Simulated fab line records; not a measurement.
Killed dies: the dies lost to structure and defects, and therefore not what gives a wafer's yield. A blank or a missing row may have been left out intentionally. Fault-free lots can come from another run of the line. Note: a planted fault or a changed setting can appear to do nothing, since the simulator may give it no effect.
Matching of chambers :: flow nandHarc :: 4 sister chambers for NHARC_A_STAIRCASE_ETCH_444 on rieDiel-09
The step etches the open film in C4F8/O2, target depth 20400 nm, time 6800 s. 4 wafers are shown with their chamber, then 9 later ones without.

EACH WAFER AND ITS CHAMBER
wafer: L084.3
chamber: 0
rfVppV (V): 811

wafer: L087.6
chamber: 2
rfVppV (V): 808

wafer: L089.3
chamber: 3
rfVppV (V): 814

wafer: L089.5
chamber: 1
rfVppV (V): 803

WAFERS WITH NO CHAMBER GIVEN
wafer: L093.1
rfVppV (V): 810

wafer: L093.4
rfVppV (V): 805

wafer: L093.6
rfVppV (V): 810

wafer: L094.3
rfVppV (V): 805

wafer: L094.4
rfVppV (V): 810

wafer: L094.5
rfVppV (V): 813

wafer: L097.4
rfVppV (V): 809

wafer: L097.5
rfVppV (V): 806

wafer: L097.6
rfVppV (V): 802

CHAMBER TAKEN BY EACH
wafer: L093.1
from the rows above: can't be placed: 0 or 2
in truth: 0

wafer: L093.4
from the rows above: can't be placed: 1 or 2
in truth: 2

wafer: L093.6
from the rows above: can't be placed: 0 or 2
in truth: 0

wafer: L094.3
from the rows above: can't be placed: 1 or 2
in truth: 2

wafer: L094.4
from the rows above: can't be placed: 0 or 2
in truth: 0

wafer: L094.5
from the rows above: can't be placed: 3 or 0
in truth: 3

wafer: L097.4
from the rows above: can't be placed: 2 or 0
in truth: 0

wafer: L097.5
from the rows above: can't be placed: 2 or 1
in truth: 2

wafer: L097.6
from the rows above: 1
in truth: 1
Correct placement for 1 of the 9. Unplaceable from these rows: 8, with the true chamber sitting among the candidates in 8. Placed wrongly: 0.
How it was worked out, from the rows above alone: a wafer's distance from a chamber is the root of the sum, over the readings, of the square of ((its reading less the chamber's mean) divided by the reading's scatter). The wafer belongs to the nearest chamber; if the next one is less than 2 further off, it can't be placed. The mean given for a chamber averages the wafers shown for that chamber. The scatter (one wafer shown for each chamber): square how far every hidden wafer sits from the nearest shown wafer, average those squares and take the square root.
